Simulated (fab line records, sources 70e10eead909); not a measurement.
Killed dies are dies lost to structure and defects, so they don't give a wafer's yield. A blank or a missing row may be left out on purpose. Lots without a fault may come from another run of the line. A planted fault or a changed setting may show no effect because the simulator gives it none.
fab line records | flow nand_harc
record lots=24 wafers=72 last_day=33
route steps=1302 shown A_ONON_D2@561 A_CHANNEL_HOLE_D2@570 A_CHANNEL_FILL_D2@614 A_STAIRCASE@669
lots that met no fault: from a run of the same line without faults
start_h: hours from the record's first day to the start of the lot's first wafer shown | wait_h: hours since the lot's step before | " the same as in the row above | L1.1+2: a row that stands for several wafers | - no value, or no start given | * or withheld: withheld | < > ~ a bound
route shown NAME@n: a module of which the file shows steps, and the number in the route of the first | usual: mean/standard deviation of fault-free wafers | same: alike in all rows | chamber/n: place in a boat | sites: the reading at each site | _std_site: their standard deviation | _edge_site: outer sites' mean less inner sites' | radius_mm: how far each site lies from the wafer's centre | mask NAME#n: copy n | behind: the tool/chamber that last shaped the wafer | hold: why the lot was held/for how many hours/how that ended | device: the transistor (n, p or np) that didn't switch | end of line: the same wafers' tests at the end of the route | a step without rows: its recipe alone | killed: dies lost to structure and defects at the first sort, not the wafer's yield | map: a wafer's dies, x killed, . not, _ none there
set.NAME: the setting as run; set.NAME@STEP: as run at that earlier step | model.NAME: the simulator's own value behind a step, which no gauge read
steps of the route over a sample of lots; a table a step, a row a wafer
services: from which hour (start_h, from the record's first day; less than 0 if before it) a tool's chamber was out of use, for how many hours, and why
## steps
# step NHARC_A_ONON_D2_THK_MEAS_24
# recipe thk_meas_gauge=ellipsometry
# usual thk_nm=1004/10
# columns lot.wafer tool chamber start_h wait_h thk_nm
L074.2 film_metro-02 - 281.33 - 1000
L074.3 " - " " 996
L074.6 " - " " 997
L075.4 film_metro-02 - 298.46 - 980
L075.5 " - " " 981
L075.6 " - " " 983
L076.2 film_metro-02 - 313.62 - 997
L076.3 " - " " 995
L076.6 " - " " 998
L077.2 film_metro-01 - 317.24 - 1011
L077.4 " - " " 1006
L077.5 " - " " 1007
L079.1 film_metro-01 - 331.36 - 1015
L079.4 " - " " 1016
L079.5 " - " " 1017
L078.1 film_metro-02 - 331.37 - 1006
L078.3 " - " " 1006
L078.6 " - " " 1004
L080.1 film_metro-02 - 351.13 - 1020
L080.2 " - " " 1020
L080.4 " - " " 1020
L081.2 film_metro-02 - 362.21 - 1010
L081.3 " - " " 1010
L081.4 " - " " 1010
L082.1 film_metro-02 - 372.30 - 1011
L082.3 " - " " 1011
L082.5 " - " " 1011
L083.3 film_metro-01 - 380.18 - 1020
L083.5 " - " " 1021
L083.6 " - " " 1023
L085.2 film_metro-01 - 399.82 - 1011
L085.4 " - " " 1011
L085.5 " - " " 1013
L084.2 film_metro-02 - 399.83 - 1010
L084.3 " - " " 1011
L084.6 " - " " 1011
L086.3 film_metro-02 - 403.54 - 1005
L086.5 " - " " 1004
L086.6 " - " " 1004
L088.2 film_metro-02 - 430.47 - 995
L088.3 " - " " 995
L088.6 " - " " 994
L087.1 film_metro-01 - 430.48 - 1000
L087.5 " - " " 1001
L087.6 " - " " 1001
L089.1 film_metro-02 - 436.66 - 1013
L089.5 " - " " 1013
L089.6 " - " " 1012
L090.1 film_metro-01 - 436.67 - 988
L090.2 " - " " 987
L090.5 " - " " 987
L091.2 film_metro-02 - 448.92 - 1000
L091.4 " - " " 997
L091.5 " - " " 1000
L092.1 film_metro-02 - 471.26 - 1009
L092.3 " - " " 1007
L092.5 " - " " 1008
L094.1 film_metro-01 - 479.97 - 987
L094.2 " - " " 989
L094.3 " - " " 988
L093.1 film_metro-02 - 479.98 - 1005
L093.2 " - " " 1006
L093.4 " - " " 1005
L095.1 film_metro-02 - 499.54 - 1016
L095.3 " - " " 1017
L095.4 " - " " 1016
L097.1 film_metro-01 - 514.38 - 1005
L097.3 " - " " 1007
L097.4 " - " " 1006
L096.2 film_metro-02 - 514.38 - 998
L096.4 " - " " 998
L096.6 " - " " 996
# step NHARC_A_ONON_D2_INSPECT_32
# usual raw_defect_count=347/120
# columns lot.wafer tool chamber start_h wait_h raw_defect_count
L074.2 defect_inspect-02 - 283.16 0.0 249
L074.3 " - " " 184
L074.6 " - " " 211
L075.4 defect_inspect-01 - 300.13 0.0 337
L075.5 " - " " 296
L075.6 " - " " 656
L076.2 defect_inspect-02 - 315.31 0.0 411
L076.3 " - " " 357
L076.6 " - " " 301
L077.2 defect_inspect-02 - 319.31 0.0 415
L077.4 " - " " 442
L077.5 " - " " 405
L079.1 defect_inspect-01 - 333.02 0.0 269
L079.4 " - " " 394
L079.5 " - " " 324
L078.1 defect_inspect-01 - 333.16 0.0 318
L078.3 " - " " 226
L078.6 " - " " 199
L080.1 defect_inspect-02 - 352.82 0.0 409
L080.2 " - " " 378
L080.4 " - " " 211
L081.2 defect_inspect-02 - 363.90 0.0 351
L081.3 " - " " 285
L081.4 " - " " 288
L082.1 defect_inspect-02 - 373.97 0.0 235
L082.3 " - " " 425
L082.5 " - " " 383
L083.3 defect_inspect-02 - 381.84 0.0 269
L083.5 " - " " 713
L083.6 " - " " 325
L085.2 defect_inspect-01 - 401.48 0.0 423
L085.4 " - " " 781
L085.5 " - " " 618
L084.2 defect_inspect-01 - 401.50 0.0 232
L084.3 " - " " 223
L084.6 " - " " 418
L086.3 defect_inspect-01 - 405.38 0.0 238
L086.5 " - " " 251
L086.6 " - " " 350
L088.2 defect_inspect-01 - 432.14 0.0 234
L088.3 " - " " 212
L088.6 " - " " 283
L087.1 defect_inspect-02 - 432.23 0.0 226
L087.5 " - " " 293
L087.6 " - " " 440
L089.1 defect_inspect-01 - 438.32 0.0 567
L089.5 " - " " 639
L089.6 " - " " 271
L090.1 defect_inspect-02 - 438.38 0.0 396
L090.2 " - " " 279
L090.5 " - " " 387
L091.2 defect_inspect-02 - 450.59 0.0 236
L091.4 " - " " 189
L091.5 " - " " 473
L092.1 defect_inspect-01 - 472.96 0.0 428
L092.3 " - " " 360
L092.5 " - " " 230
L094.1 defect_inspect-01 - 481.64 0.0 423
L094.2 " - " " 298
L094.3 " - " " 330
L093.1 defect_inspect-02 - 481.65 0.0 143
L093.2 " - " " 143
L093.4 " - " " 259
L095.1 defect_inspect-01 - 501.22 0.0 322
L095.3 " - " " 493
L095.4 " - " " 614
L097.1 defect_inspect-01 - 516.08 0.0 319
L097.3 " - " " 306
L097.4 " - " " 324
L096.2 defect_inspect-02 - 516.09 0.0 313
L096.4 " - " " 442
L096.6 " - " " 542
# step NHARC_A_CHANNEL_HOLE_D2_DEP_00
# recipe target_thk_a=31000 temp_c=400 material=aC
# usual throttle_valve_pct=35.001/0.009
# columns lot.wafer tool chamber start_h wait_h throttle_valve_pct
L074.2 acl_dep-01 0 283.54 0.4 35.018
L074.3 " 0 " " 34.996
L074.6 " 0 " " 35.001
L075.4 acl_dep-03 0 302.64 2.5 35.012
L075.5 " 0 " " 34.998
L075.6 " 0 " " 35.015
L076.2 acl_dep-01 0 318.48 3.2 35.007
L076.3 " 0 " " 34.989
L076.6 " 0 " " 35.012
L077.2 acl_dep-03 0 322.92 3.6 34.994
L077.4 " 0 " " 34.995
L077.5 " 0 " " 35.000
L079.1 acl_dep-02 0 333.09 0.1 34.996
L079.4 " 0 " " 34.987
L079.5 " 0 " " 35.005
L078.1 acl_dep-01 0 333.23 0.1 35.007
L078.3 " 0 " " 35.001
L078.6 " 0 " " 35.010
L080.1 acl_dep-01 0 352.89 0.1 35.001
L080.2 " 0 " " 34.997
L080.4 " 0 " " 35.004
L081.2 acl_dep-03 0 364.61 0.7 35.003
L081.3 " 0 " " 35.008
L081.4 " 0 " " 35.017
L082.1 acl_dep-03 0 376.10 2.1 35.000
L082.3 " 0 " " 35.005
L082.5 " 0 " " 35.001
L083.3 acl_dep-01 0 383.89 2.1 34.992
L083.5 " 0 " " 35.009
L083.6 " 0 " " 34.996
L085.2 acl_dep-02 0 403.04 1.6 35.001
L085.4 " 0 " " 34.988
L085.5 " 0 " " 34.997
L084.2 acl_dep-01 0 403.63 2.1 34.997
L084.3 " 0 " " 35.001
L084.6 " 0 " " 35.006
L086.3 acl_dep-03 0 411.75 6.4 35.004
L086.5 " 0 " " 35.002
L086.6 " 0 " " 34.997
L088.2 acl_dep-03 0 432.52 0.4 35.013
L088.3 " 0 " " 34.990
L088.6 " 0 " " 34.993
L087.1 acl_dep-03 0 434.07 1.8 35.007
L087.5 " 0 435.32 3.1 34.998
L087.6 " 0 " " 35.000
L089.1 acl_dep-01 0 438.42 0.1 35.011
L089.5 " 0 439.67 1.4 34.986
L089.6 " 0 " " 35.024
L090.1 acl_dep-02 0 438.90 0.5 34.985
L090.2 " 0 " " 35.004
L090.5 " 0 " " 34.998
L091.2 acl_dep-03 0 451.02 0.4 35.006
L091.4 " 0 " " 34.998
L091.5 " 0 " " 35.017
L092.1 acl_dep-02 0 473.03 0.1 35.009
L092.3 " 0 " " 34.992
L092.5 " 0 " " 35.005
L094.1 acl_dep-03 0 482.92 1.3 35.004
L094.2 " 0 " " 35.006
L094.3 " 0 " " 34.998
L093.1 acl_dep-02 0 484.42 2.8 35.001
L093.2 " 0 " " 35.009
L093.4 " 0 " " 34.996
L095.1 acl_dep-03 0 502.03 0.8 34.991
L095.3 " 0 " " 34.996
L095.4 " 0 " " 34.998
L097.1 acl_dep-03 0 517.48 1.4 34.997
L097.3 " 0 " " 34.997
L097.4 " 0 " " 35.004
L096.2 acl_dep-01 0 517.85 1.8 34.997
L096.4 " 0 " " 34.998
L096.6 " 0 " " 35.001
# step NHARC_A_CHANNEL_FILL_D2_ALD_14
# recipe target_thk_a=25 pulse_time_s=10 ald_cycles=25 temp_c=300 material=SiO2
# usual heater_power_w=484/67 precursor_pulse_height_rel=1.000/0.021
# columns lot.wafer tool chamber start_h wait_h heater_power_w precursor_pulse_height_rel
L074.2 ald_hk-02 2 305.02 0.6 410 1.014
L074.3 " 1 " " 416 0.969
L074.6 " 3 " " 507 1.006
L075.4 ald_hk-03 1 318.70 0.1 531 1.005
L075.5 " 0 " " 473 1.014
L075.6 " 1 " " 533 1.040
L076.2 ald_hk-03 0 337.35 2.4 474 0.996
L076.3 " 2 " " 529 1.003
L076.6 " 0 " " 471 1.026
L077.2 ald_hk-01 1 343.88 0.0 551 1.000
L077.4 " 0 " " 628 0.977
L077.5 " 1 " " 535 0.989
L079.1 ald_hk-02 0 349.89 0.0 451 1.009
L079.4 " 3 " " 503 1.015
L079.5 " 1 " " 415 1.018
L078.3 ald_hk-03 2 349.92 0.1 541 0.978
L078.1 " 3 " " 413 1.017
L078.6 " 1 " " 534 0.999
L080.4 ald_hk-02 0 373.10 3.1 452 1.013
L080.2 " 1 " " 427 0.988
L080.1 " 2 " " 390 0.997
L081.2 ald_hk-01 3 383.35 2.0 512 1.004
L081.3 " 0 " " 616 0.969
L081.4 " 1 " " 529 1.007
L082.3 ald_hk-02 2 393.70 0.1 398 1.025
L082.1 " 3 " " 515 1.008
L082.5 " 2 " " 394 1.000
L083.3 ald_hk-03 3 405.38 0.0 393 1.034
L083.6 " 3 " " 384 1.027
L083.5 " 0 " " 485 0.968
L085.2 ald_hk-02 1 419.57 0.0 426 1.005
L085.4 " 0 " " 440 0.972
L085.5 " 2 " " 387 1.000
L084.3 ald_hk-01 1 419.65 0.1 550 1.032
L084.2 " 2 " " 468 1.002
L084.6 " 3 " " 530 0.994
L086.3 ald_hk-03 1 432.51 0.1 549 1.031
L086.5 " 3 " " 383 0.993
L086.6 " 0 " " 492 1.005
L088.2 ald_hk-02 1 450.69 0.2 425 0.986
L088.3 " 2 " " 394 0.993
L088.6 " 2 " " 402 1.024
L087.1 ald_hk-02 3 450.98 0.5 510 0.987
L087.6 " 1 " " 411 1.044
L087.5 " 2 " " 387 0.986
L090.2 ald_hk-01 0 455.42 0.1 624 1.008
L090.1 " 1 " " 550 1.024
L090.5 " 3 " " 518 0.995
L089.1 ald_hk-02 3 455.45 0.1 538 0.998
L089.6 " 1 " " 426 0.986
L089.5 " 2 " " 385 1.005
L091.2 ald_hk-02 0 469.74 0.1 447 1.027
L091.4 " 1 " " 423 1.002
L091.5 " 3 " " 523 0.997
L092.3 ald_hk-02 0 491.01 0.0 441 1.025
L092.1 " 1 " " 412 0.989
L092.5 " 0 " " 440 1.035
L094.2 ald_hk-03 0 500.52 0.1 497 0.985
L094.1 " 1 " " 543 0.994
L094.3 " 2 " " 565 0.991
L093.1 ald_hk-01 1 503.63 0.0 521 1.045
L093.2 " 2 " " 472 1.024
L093.4 " 0 " " 642 0.949
L095.4 ald_hk-03 3 518.82 0.0 387 0.996
L095.3 " 0 " " 495 0.974
L095.1 " 1 " " 527 1.007
L096.4 ald_hk-01 3 534.66 0.0 528 1.019
L096.2 " 0 " " 652 1.007
L096.6 " 0 " " 664 1.037
L097.3 ald_hk-01 2 534.92 0.3 487 1.029
L097.4 " 3 " " 540 1.025
L097.1 " 0 " " 637 1.040
# step NHARC_A_CHANNEL_FILL_D2_STRIP_28
# recipe time_s=20 o2_flow_sccm=500 ar_flow_sccm=0 bias_w=0 chemistry=O2
# usual drypump_motor_current_A=5.7/0.41 oes_product_au=0.999/0.0075 rf_vpp_V=57.8/0.92 showerhead_plenum_p_Torr=3.53/0.15 throttle_valve_pct=17.037/0.009
# columns lot.wafer tool chamber start_h wait_h drypump_motor_current_A oes_product_au rf_hours_counter_h rf_vpp_V showerhead_plenum_p_Torr throttle_valve_pct
L074.3 rie_diel-01 2 321.48 0.1 5.7 1.000 3 58.3 3.39 17.029
L074.2 " 3 " " 6.1 1.000 3 56.0 3.69 17.027
L074.6 " 0 " " 5.3 1.002 - 58.6 3.63 17.037
L075.4 rie_diel-03 3 335.53 0.1 5.5 1.003 1 58.0 3.63 17.044
L075.5 " 2 " " 6.0 1.004 - 58.3 3.70 17.031
L075.6 " 3 " " 5.5 1.012 - 58.6 3.63 17.036
L076.2 rie_diel-03 2 357.63 0.1 6.1 1.001 2 58.5 3.69 17.042
L076.3 " 0 " " 5.7 0.998 2 56.6 3.33 17.037
L076.6 " 1 " " 6.1 0.999 - 57.6 3.41 17.030
L077.2 rie_diel-01 2 360.69 0.1 5.7 0.985 4 56.9 3.38 17.041
L077.4 " 0 " " 5.4 0.992 4 58.1 3.63 17.040
L077.5 " 1 " " 5.0 1.002 - 57.6 3.48 17.034
L079.4 rie_diel-03 3 367.23 0.1 5.5 1.006 2 58.1 3.63 17.032
L079.1 " 2 " " 6.0 1.004 2 59.1 3.69 17.032
L079.5 " 3 " " 5.5 1.007 - 57.9 3.63 17.040
L078.1 rie_diel-01 0 367.23 0.1 5.3 0.996 4 57.8 3.63 17.049
L078.3 " 2 " " 5.7 0.990 4 56.7 3.38 17.040
L078.6 " 0 " " 5.3 1.005 - 57.7 3.63 17.032
L080.4 rie_diel-01 0 392.32 0.1 5.4 1.002 0 58.1 3.63 17.053
L080.1 " 1 " " 5.0 0.994 0 58.0 3.47 17.031
L080.2 " 3 " " 6.1 0.995 0 57.8 3.69 17.042
L081.2 rie_diel-01 3 400.55 0.1 6.1 1.003 0 58.4 3.69 17.044
L081.4 " 0 " " 5.4 1.003 0 57.4 3.63 17.032
L081.3 " 2 " " 5.7 1.020 0 56.6 3.38 17.031
L082.3 rie_diel-04 2 414.29 0.1 5.6 0.979 9 58.0 3.45 17.016
L082.1 " 3 " " 6.3 0.992 9 57.1 3.29 17.029
L082.5 " 3 " " 6.3 0.987 - 58.0 3.29 17.031
L083.3 rie_diel-03 1 423.36 0.1 6.1 1.002 4 58.5 3.40 17.043
L083.6 " 1 " " 6.2 1.003 - 57.1 3.40 17.029
L083.5 " 2 " " 6.0 0.995 - 57.7 3.69 17.033
L085.2 rie_diel-01 0 437.08 0.1 5.4 0.994 1 58.1 3.63 17.039
L085.4 " 2 " " 5.7 1.000 1 57.8 3.38 17.042
L085.5 " 1 " " 5.0 0.990 - 57.9 3.47 17.041
L084.3 rie_diel-04 0 437.51 0.5 4.9 0.982 12 56.6 3.72 17.049
L084.2 " 1 " " 5.6 0.986 12 58.4 3.73 17.024
L084.6 " 3 " " 6.3 0.994 - 56.8 3.29 17.044
L086.3 rie_diel-01 3 449.16 0.1 6.2 1.000 1 57.4 3.69 17.019
L086.5 " 0 " " 5.3 0.996 - 55.7 3.63 17.047
L086.6 " 3 " " 6.1 1.000 - 58.2 3.69 17.032
L088.2 rie_diel-03 0 468.11 0.1 5.7 1.005 0 57.6 3.32 17.053
L088.3 " 1 " " 6.1 0.992 0 59.2 3.40 17.030
L088.6 " 3 " " 5.5 0.998 - 57.4 3.63 17.038
L087.1 rie_diel-01 2 468.12 0.1 5.7 0.996 2 57.3 3.38 17.047
L087.5 " 0 " " 5.4 0.995 - 58.3 3.63 17.022
L087.6 " 1 " " 5.0 0.999 - 57.5 3.47 17.049
L090.2 rie_diel-03 3 472.88 0.1 5.5 0.992 0 57.1 3.63 17.034
L090.1 " 0 " " 5.7 0.997 0 57.5 3.32 17.042
L090.5 " 2 " " 6.0 1.007 - 59.9 3.69 17.012
L089.1 rie_diel-01 3 472.89 0.1 6.1 1.000 2 58.0 3.69 17.035
L089.5 " 2 " " 5.7 0.989 - 57.0 3.38 17.055
L089.6 " 3 " " 6.1 0.999 - 57.8 3.69 17.039
L091.2 rie_diel-03 2 486.91 0.1 6.0 1.009 1 58.6 3.69 17.038
L091.5 " 2 " " 6.0 1.015 - 57.8 3.69 17.034
L091.4 " 1 " " 6.1 1.005 - 57.4 3.40 17.023
L092.3 rie_diel-01 2 507.79 0.1 5.7 1.001 3 56.8 3.38 17.026
L092.1 " 3 " " 6.2 0.993 2 59.1 3.69 17.034
L092.5 " 1 " " 5.0 1.005 - 57.8 3.47 17.038
L094.2 rie_diel-04 2 517.94 0.1 5.6 0.987 25 58.6 3.44 17.057
L094.3 " 0 " " 4.9 0.996 27 56.9 3.71 17.036
L094.1 " 1 " " 5.6 1.003 26 58.5 3.73 17.041
L093.4 rie_diel-03 1 520.28 0.1 6.2 1.005 2 57.1 3.40 17.030
L093.2 " 2 " " 6.0 1.009 1 56.7 3.69 17.051
L093.1 " 0 " " 5.6 1.009 2 56.5 3.32 17.037
L095.1 rie_diel-03 0 537.83 0.1 5.7 1.000 2 55.9 3.32 17.048
L095.3 " 1 " " 6.2 0.994 2 55.8 3.40 17.025
L095.4 " 2 " " 6.1 1.001 2 57.9 3.69 17.033
L097.3 rie_diel-01 3 551.98 0.1 6.1 0.999 3 57.8 3.69 17.051
L097.4 " 0 " " 5.4 0.999 4 56.2 3.63 17.048
L097.1 " 1 " " 5.0 0.996 4 56.6 3.47 17.031
L096.2 rie_diel-03 1 551.98 0.1 6.1 1.005 2 58.5 3.40 17.050
L096.4 " 3 " " 5.5 1.006 2 59.1 3.63 17.025
L096.6 " 1 " " 6.1 0.999 - 58.8 3.40 17.032
# step NHARC_A_STAIRCASE_ETCH_13
# recipe target_depth_a=1000 time_s=40.5 ion_energy_ev=400 c4f8_flow_sccm=20 o2_flow_sccm=10 ar_flow_sccm=withheld rf_w=600 bias_w=1000 chemistry=C4F8/O2
# usual oes_product_au=0.945/0.012 rf_vpp_V=896/6.5
# columns lot.wafer tool chamber start_h wait_h oes_product_au rf_hours_counter_h rf_vpp_V
L074.2 rie_diel-08 0 - - 0.952 43 906
L074.3 " 1 " " 0.952 53 886
L074.6 " 0 " " 0.944 - 905
L075.4 rie_diel-08 3 - - 0.930 50 890
L075.6 " 1 " " 0.930 - 888
L075.5 " 2 " " 0.938 - 896
L077.2 rie_diel-11 3 - - 0.946 45 889
L077.4 " 1 " " 0.961 44 901
L077.5 " 0 " " 0.955 - 895
L076.2 rie_diel-12 0 - - 0.951 35 901
L076.3 " 1 " " 0.958 38 904
L076.6 " 2 " " 0.942 - 891
L079.4 rie_diel-12 1 - - 0.948 40 905
L079.1 " 2 " " 0.947 38 891
L079.5 " 0 " " 0.946 - 901
L078.3 rie_diel-08 2 - - 0.940 4 896
L078.1 " 0 " " 0.941 6 905
L078.6 " 1 " " 0.934 - 887
L080.1 rie_diel-12 1 - - 0.944 46 905
L080.4 " 2 " " 0.952 45 891
L080.2 " 0 " " 0.964 44 900
L081.2 rie_diel-12 0 - - 0.961 46 901
L081.3 " 1 " " 0.940 51 904
L081.4 " 3 " " 0.950 45 893
L082.1 rie_diel-08 2 - - 0.924 19 896
L082.3 " 0 " " 0.937 22 904
L082.5 " 1 " " 0.925 - 888
L083.3 rie_diel-11 1 - - 0.935 2 899
L083.6 " 1 " " 0.938 - 899
L083.5 " 2 " " 0.945 - 906
L084.3 rie_diel-11 3 - - 0.967 8 889
L084.2 " 1 " " 0.957 7 899
L084.6 " 3 " " 0.967 - 889
L085.4 rie_diel-08 3 - - 0.943 28 888
L085.2 " 0 " " 0.971 30 904
L085.5 " 3 " " 0.945 - 888
L086.3 rie_diel-08 2 - - 0.937 32 895
L086.5 " 1 " " 0.963 - 887
L086.6 " 2 " " 0.953 - 895
L087.1 rie_diel-12 2 - - 0.959 9 889
L087.6 " 3 " " 0.949 - 892
L087.5 " 0 " " 0.959 - 899
L088.3 rie_diel-12 2 - - 0.944 10 890
L088.2 " 3 " " 0.935 12 892
L088.6 " 2 " " 0.951 - 890
L090.1 rie_diel-08 0 - - 0.946 37 904
L090.2 " 2 " " 0.947 36 894
L090.5 " 2 " " 0.944 - 896
L089.1 rie_diel-08 3 - - 0.928 41 888
L089.5 " 0 " " 0.934 - 905
L089.6 " 3 " " 0.931 - 888
L091.2 rie_diel-12 1 - - 0.954 13 905
L091.4 " 2 " " 0.950 17 889
L091.5 " 0 " " 0.974 - 901
L092.3 rie_diel-11 1 - - 0.940 32 898
L092.1 " 3 " " 0.961 33 887
L092.5 " 2 " " 0.955 - 905
L094.2 rie_diel-12 1 - - 0.935 25 904
L094.1 " 3 " " 0.935 29 891
L094.3 " 0 " " 0.958 33 900
L093.4 rie_diel-11 3 - - 0.964 38 887
L093.1 " 0 " " 0.953 35 891
L093.2 " 1 " " 0.949 36 898
L095.3 rie_diel-08 2 - - 0.941 1 894
L095.4 " 0 " " 0.943 1 902
L095.1 " 1 " " 0.942 1 906
L097.3 rie_diel-08 3 - - 0.936 4 890
L097.4 " 0 " " 0.935 4 902
L097.1 " 1 " " 0.948 3 905
L096.4 rie_diel-08 3 - - 0.924 5 887
L096.2 " 1 " " 0.939 4 905
L096.6 " 3 " " 0.932 - 889
## services
# columns tool chamber start_h hours kind
rie_diel-03 - 281.30 9.0 pm
ald_hk-02 - 293.28 2.9 repair
acl_dep-03 - 303.59 13.0 pm
rie_diel-08 0 329.57 12.2 repair
rie_diel-08 3 331.33 9.0 repair
rie_diel-08 1 334.13 9.5 repair
ald_hk-02 - 356.61 10.0 pm
rie_diel-08 - 370.64 9.0 pm
rie_diel-03 1 374.22 4.5 repair
rie_diel-01 - 380.80 9.0 pm
rie_diel-08 1 406.95 5.1 repair
rie_diel-01 3 423.84 11.2 repair
rie_diel-01 1 438.25 13.3 repair
rie_diel-01 3 453.98 7.3 repair
rie_diel-03 - 458.30 9.0 pm
rie_diel-01 0 460.68 2.5 repair
rie_diel-01 3 481.15 2.7 repair
rie_diel-03 3 482.18 9.9 repair
acl_dep-03 - 484.85 13.0 pm
rie_diel-08 1 498.58 30.5 repair
rie_diel-01 0 501.21 8.1 repair
ald_hk-02 - 534.61 10.0 pm
rie_diel-01 - 557.80 9.0 pm
rie_diel-03 1 573.52 8.2 repair
## key
fault none
